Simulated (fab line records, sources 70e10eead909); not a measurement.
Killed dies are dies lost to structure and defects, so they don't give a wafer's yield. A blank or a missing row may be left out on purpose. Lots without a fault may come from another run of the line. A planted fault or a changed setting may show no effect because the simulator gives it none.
Tool commonality check | flow nand_harc | 4 lots, 12 wafers sampled

WHY IT WAS OPENED
At NHARC_END_SORT_01 the reading killed_at_array is flagged on 2 of 4 lots. Wafers without a fault read 28, standard deviation 11.
Rule: a lot is flagged when every wafer of it that has a number lies more than 4 standard deviations from that mean, or none has a number. The other lots count as sound.

lot  | measured     | on        | killed_at_array, wafer by wafer | flag
L382 | day 20 21:23 | prober-01 | 9 23 25                         |
L391 | day 22 04:41 | prober-01 | 650 661 654                     | FLAGGED
L392 | day 22 13:20 | prober-01 | 664 661 659                     | FLAGGED
L394 | day 22 21:02 | prober-02 | 15 32 22                        |
The numbers of the flagged lots are 658 on average: +630 against the usual, or +57 standard deviations.

WHICH TOOL RAN EACH LOT
The record holds 3 process steps before the reading, out of a route of 1159 steps. In each cell: the tool, then ch and the chambers that the sampled wafers went through, then the start.
lot  | flag    | NHARC_A_WL_FILL_ALD_10           | NHARC_A_WL_FILL_ETCHBACK_16                   | NHARC_A_WL_FILL_ETCHBACK_26
L382 |         | ald_hk-04 ch 0,1,3, day 15 13:58 | rie_diel-03 ch 0,2, day 16 02:10 or earlier   | rie_si-05 ch 1,2,3, day 16 02:10
L391 | FLAGGED | ald_hk-01 ch 0,1,3, day 17 22:44 | rie_diel-03 ch 1,2,3, day 18 08:25 or earlier | rie_si-03 ch 0,1,2, day 18 08:25
L392 | FLAGGED | ald_hk-04 ch 0,3, day 18 05:52   | rie_diel-03 ch 1,3, day 18 15:56 or earlier   | rie_si-03 ch 0,1,2, day 18 15:56
L394 |         | ald_hk-02 ch 1,2,3, day 19 07:05 | rie_diel-03 ch 0,1,2, day 19 15:28 or earlier | rie_si-02 ch 0,1,2, day 19 15:28
What these steps do:
- NHARC_A_WL_FILL_ALD_10: deposits SiO2, target thk 50 nm, pulse time 10 s, ald cycles 500.
- NHARC_A_WL_FILL_ETCHBACK_16: etches the open film in C4F8/O2/Ar, target depth 88 nm, time 17.6 s.
- NHARC_A_WL_FILL_ETCHBACK_26: etches the open film in HBr, target depth 52 nm, time 13.3 s.
- NHARC_END_SORT_01

FLAGGED OVER TOTAL, TOOL BY TOOL (the gauges that took the reading come last)
step                        | tool        | lots run | flagged | share of the flagged lots | sound lots run after its first flagged lot
NHARC_A_WL_FILL_ALD_10      | ald_hk-01   | 1        | 1       | some                      | 0
NHARC_A_WL_FILL_ALD_10      | ald_hk-02   | 1        | 0       | none                      | -
NHARC_A_WL_FILL_ALD_10      | ald_hk-04   | 2        | 1       | some                      | 0
NHARC_A_WL_FILL_ETCHBACK_16 | rie_diel-03 | 4        | 2       | all                       | 1 (L394)
NHARC_A_WL_FILL_ETCHBACK_26 | rie_si-02   | 1        | 0       | none                      | -
NHARC_A_WL_FILL_ETCHBACK_26 | rie_si-03   | 2        | 2       | all                       | 0
NHARC_A_WL_FILL_ETCHBACK_26 | rie_si-05   | 1        | 0       | none                      | -
NHARC_END_SORT_01           | prober-01   | 3        | 2       | all                       | 0
NHARC_END_SORT_01           | prober-02   | 1        | 0       | none                      | -
NHARC_A_WL_FILL_ETCHBACK_16 gives no start for some lots, so the hours and the order of its lots are those of NHARC_A_WL_FILL_ETCHBACK_26.

WHAT THE TABLE ALLOWS
3 rows of the table ran every flagged lot: rie_diel-03 at NHARC_A_WL_FILL_ETCHBACK_16, rie_si-03 at NHARC_A_WL_FILL_ETCHBACK_26, prober-01 at NHARC_END_SORT_01.
- rie_diel-03 at NHARC_A_WL_FILL_ETCHBACK_16: 2 of its 4 lots flagged. Sound lots ran on it after the first flagged one (L394), which a lasting fault on the whole tool wouldn't allow.
- rie_si-03 at NHARC_A_WL_FILL_ETCHBACK_26: 2 of its 2 lots flagged. It ran no sound lot before its first flagged lot in this sample, so the start can't be narrowed down. Its own readings lie more than 4 standard deviations out on every wafer of the flagged lots: oes_product_au.
- prober-01 at NHARC_END_SORT_01: 2 of its 3 lots flagged. Its last sound lot is L382 (day 20 21:23), its first flagged lot L391 (day 22 04:41): a fault that began between those two fits.
Counting lots can't tell these 2 tools apart, because each fits a fault that began at some hour. More lots, or a look at what each step does to the wafer, might.

WHAT THE SIMULATOR HAD PUT IN
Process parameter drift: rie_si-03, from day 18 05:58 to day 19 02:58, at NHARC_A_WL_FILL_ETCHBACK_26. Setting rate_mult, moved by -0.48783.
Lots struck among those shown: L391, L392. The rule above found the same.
